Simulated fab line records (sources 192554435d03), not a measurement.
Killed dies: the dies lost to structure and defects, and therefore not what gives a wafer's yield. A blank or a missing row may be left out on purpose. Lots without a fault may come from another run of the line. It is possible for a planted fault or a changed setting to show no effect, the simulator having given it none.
A struck lot beside a sound one + flow n5 finfet + 36 steps out of a route of 1938
Sound: wafers L892.1, L892.4, L892.6. The struck wafers were L902.1, L902.4, L902.6. The cause comes at the end.
Each step with rows lists, per side, the tool, then ch with its chambers, then its first start. Under that, the readings that differ: sound wafers + struck wafers + difference of the means + sigmas: that difference in standard deviations of wafers without a fault.
alike: a reading whose means differ by less than 2 such deviations, as well as words and numbers matching on both sides. not compared: withheld readings; readings where some wafer has no value; bounds like >300 that might hide an equal value; numbers whose values overlap and for which the record gives no deviation.
A row with sigmas, a row that says differs or no value, or rows on one side alone: a step with any of these is where the two part. Numbers that don't overlap but have no deviation are shown without sigmas and don't part them. Lack of a reading on every wafer of one side parts them only where that side has two or more wafers.

first, 9 steps without rows for these wafers: N5_BEOL_M4_ANNEAL_95 (time 240 s); N5_BEOL_M4_SPUTTER_96 (material Cu, target thk 4.5 nm, time 8.29 s); N5_BEOL_M4_ECD_50 (material Cu, target thk 300 nm); N5_BEOL_M4_ANNEAL_51 (time 90 s); N5_BEOL_M4_CMP_52 (polishes, stops on SiOC, t overpolish 6.8 s, target thk 40 nm); N5_BEOL_M4_PRE_CLEAN_60 (time 15 s); N5_BEOL_M4_CO_CAP_55 (material Co, precursor CCTBA/H2, target thk 2 nm, time 102.1 s); N5_BEOL_M4_PRE_CLEAN_56 (time 15 s); N5_BEOL_M4_DEP_57 (deposits SiCN from 3MS/NH3, target thk 8 nm, time 14 s).
N5_BEOL_M4_RC_MEAS_101:
  sound on prober-02 ch 0, day 10 20:44; struck on prober-02 ch 0, day 13 11:27
  alike: DIBL_N, DIBL_P, IOFF_N, IOFF_P, ION_N, ION_P, SS_N, SS_P, VT_N, VT_P
then, 24 steps without rows for these wafers: N5_BEOL_M5_ILD_DEP_00 (deposits SiCOH lowk from DEMS/porogen, target thk 140.64 nm, time 25.9 s); N5_BEOL_M5_CURE_79 (cures SiCOH lowk, time 240 s); N5_BEOL_M5_PECVD_70 (deposits SiO2 from TEOS/O2, target thk 16 nm, time 18 s); N5_BEOL_M5_HM_DEP_02 (deposits TiN, target thk 20 nm); N5_BEOL_M5_COAT_59 (time 60 s, resist thk 60 nm); N5_BEOL_M5_COAT_60 (time 60 s, resist thk 12 nm); N5_BEOL_M5_COAT_71 (time 60 s, resist thk 5 nm); N5_BEOL_M5_COAT_05 (resist thk 30 nm); N5_BEOL_M5_EBR_07; N5_BEOL_M5_SOFTBAKE_06 (time 60 s); N5_BEOL_M5_EXPOSE_08 (exposes mask M5, target cd 28 nm); N5_BEOL_M5_PEB_09 (peb time 60 s); N5_BEOL_M5_DEVELOP_10 (develop time 30 s); N5_BEOL_M5_DESCUM_16 (chemistry O2, time 7 s); N5_BEOL_M5_ETCH_72 (etches underlayer in N2/H2, target depth 6.5 nm, time 5.2 s); N5_BEOL_M5_ETCH_61 (etches SiARC in CF4, target depth 15.6 nm, time 26 s); N5_BEOL_M5_ETCH_62 (etches SOC in N2/H2, target depth 75 nm, overetch 15 nm, time 112.5 s); N5_BEOL_M5_STRIP_63 (strips in N2/H2); N5_BEOL_M5_STRIP_73 (strips in N2/H2); N5_BEOL_M5_STRIP_64 (strips in CF4); N5_BEOL_M5_HM_OPEN_17 (chemistry Cl2/BCl3, target TiN, target depth 20 nm, overetch 6 nm); N5_BEOL_M5_STRIP_19 (strips in O2); N5_BEOL_M5_COAT_65 (time 60 s, resist thk 60 nm); N5_BEOL_M5_COAT_66 (time 60 s, resist thk 12 nm).
-- a jump in the record: the struck wafers' starts before and after are 3 days apart (it breaks off in module BEOL_M5 and resumes in module BEOL_M11, where the first step shown is number 1575 of the route) --
N5_BEOL_M11_VIA_ETCH_34: etches SiCOH lowk in C4F6/O2, target depth 184.5 nm, time 69.2 s.
  sound on rie diel-05 ch 0,3, day 13 07:23; struck on rie diel-05 ch 0,2,3, day 16 09:37
  no value came back on the struck wafers for any of 8 readings (C4F6_flow_sccm (sccm), O2_flow_sccm (sccm) and others); on the sound wafers C4F6_flow_sccm (sccm) reads 10.03 9.99 9.99
| reading                                     | sound        | struck         | difference | sigmas |
|---------------------------------------------|--------------|----------------|------------|--------|
| model.SiARC_of_BEOL_M11_COAT_64.thk nm (nm) | 0 0 0        | 23 22.6 22.6   | +23        |        |
| model.SOC_of_BEOL_M11_COAT_63.thk nm (nm)   | 91.6 91.8 92 | 99.6 99.6 99.8 | +7.9       |        |
  not compared: rf hours counter h
N5_PASSIVATION_PROBE_49:
  the record has rows for the struck wafers here (prober-01, day 18 01:52) and none for the sound ones

## WHERE THEY PART
First at N5_BEOL_M11_VIA_ETCH_34; last, within this record, at N5_PASSIVATION_PROBE_49.

WHY: what had been put in by the simulator
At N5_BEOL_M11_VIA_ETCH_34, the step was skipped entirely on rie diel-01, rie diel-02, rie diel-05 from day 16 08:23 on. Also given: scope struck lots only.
